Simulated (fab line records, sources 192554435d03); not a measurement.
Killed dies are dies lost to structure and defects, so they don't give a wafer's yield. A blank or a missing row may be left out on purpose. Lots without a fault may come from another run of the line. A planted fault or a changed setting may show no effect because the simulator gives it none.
A struck lot beside a sound one | flow n5_finfet | 19 steps out of a route of 1938
Sound: wafers L983.1, L983.5, L983.6. Struck: wafer L984.2. (L984.6 of the same lot was not struck and is left out.) The cause comes at the end.
At each step with rows: each side's tool, then ch and its chambers, then its first start. Under that, the readings that differ: sound wafers | struck wafers | difference of the means | sigmas: that difference in standard deviations of wafers without a fault.
alike: readings whose means differ by less than 2 such deviations, and words and numbers that are the same on both sides. not compared: withheld readings, readings that some wafer has no value for, bounds like >300 that may hide the same value, and numbers for which the record gives no deviation and whose values overlap.
The two part at a step that has a row with sigmas, a row that says differs or no value, or rows on one side only. Numbers that don't overlap but have no deviation are shown without sigmas and don't part them. A reading that every wafer of one side lacks parts them only if that side has two wafers or more.

N5_BEOL_M14_CMP_49: polishes, stops on SiO2, t overpolish 5.2 s, target thk 560 nm.
  sound on cmp-02 ch 0,1,3, day 14 02:40; struck on cmp-04 ch 2, day 15 00:32
  alike: barrier_field_endpoint_s, edge_zone_pressure_frac, motor_current_A, overpolish_run_s, time_to_endpoint_s
N5_BEOL_M14_THK_MEAS_50: measures by xrf.
  sound on film_metro-02, day 14 02:52; struck on film_metro-01, day 15 00:43
  reading      | sound       | struck | difference | sigmas
  M14_THK (nm) | 541 536 542 | 571    | +31        | +3
then, 1 step without rows for these wafers: N5_BEOL_M14_PRE_CLEAN_52 (time 15 s).
N5_BEOL_M14_DEP_53: deposits SiCN from 3MS/NH3, target thk 50 nm, time 17.8 s.
  sound on pecvd-01 ch 0,1, day 14 02:56; struck on pecvd-02 ch 1, day 15 00:47
  alike: showerhead_plenum_p_Torr, throttle_valve_pct
  not compared: since_wet_clean_h
N5_BEOL_M14_RS_MEAS_54: measures by four-point-probe.
  sound on film_metro-01, day 14 03:00; struck on film_metro-01, day 15 00:51
  reading         | sound                | struck | difference | sigmas
  M14_RS (ohm/sq) | 0.0339 0.0341 0.0340 | 0.0322 | -0.0018    | -3
N5_BEOL_M14_INSPECT_55: inspects for defects (darkfield).
  sound on defect_inspect-01, day 14 03:02; struck on defect_inspect-02, day 15 00:53
  alike: raw_defect_count
N5_BEOL_M15_ILD_DEP_00: deposits SiO2 from TEOS/O2, target thk 1629.3 nm, time 346.1 s.
  sound on pecvd-01 ch 1,2, day 14 03:06; struck on pecvd-04 ch 1, day 15 00:55
  reading                         | sound          | struck | difference | sigmas
  showerhead_plenum_p_Torr (Torr) | 8.26 8.30 8.28 | 8.38   | +0.10      | +3
  alike: heater_power_w, throttle_valve_pct
  not compared: since_wet_clean_h
N5_BEOL_M15_THK_MEAS_01:
  sound on film_metro-01, day 14 03:21; struck on film_metro-02, day 15 01:16
  alike: M15_ILD_THK
then, 4 steps without rows for these wafers: N5_BEOL_M15_COAT_58 (time 60 s, resist thk 89 nm); N5_BEOL_M15_COAT_04 (resist thk 800 nm); N5_BEOL_M15_EBR_06; N5_BEOL_M15_SOFTBAKE_05 (time 60 s).
N5_BEOL_M15_EXPOSE_07: exposes mask V14.
  sound on krf_scanner-02 ch 0, day 14 03:40; struck on krf_scanner-01 ch 0, day 15 01:25
  alike: mask, focus_offset_nm
then, 3 steps without rows for these wafers: N5_BEOL_M15_PEB_08 (peb time 90 s); N5_BEOL_M15_DEVELOP_09 (develop time 45 s); N5_BEOL_M15_HARDBAKE_14 (time 120 s).
N5_BEOL_M15_CD_MEAS_10: target cd 360 nm.
  sound on cd_sem-01 ch 0, day 14 03:50; struck on cd_sem-02 ch 0, day 15 01:35
  reading    | sound             | struck | difference | sigmas
  cd_nm (nm) | 361.5 361.6 360.2 | 370.0  | +8.9       | +6
N5_BEOL_M15_OVL_MEAS_11:
  sound on overlay-02 ch 0, day 14 03:52; struck on overlay-01 ch 0, day 15 01:37
  alike: V14_OVL
N5_PASSIVATION_PROBE_49:
  the record has rows for the sound wafers here (prober-02, day 15 07:53) and none for the struck ones

WHERE THEY PART
First at N5_BEOL_M14_THK_MEAS_50; last, within this record, at N5_PASSIVATION_PROBE_49.

WHY: what the simulator had put in
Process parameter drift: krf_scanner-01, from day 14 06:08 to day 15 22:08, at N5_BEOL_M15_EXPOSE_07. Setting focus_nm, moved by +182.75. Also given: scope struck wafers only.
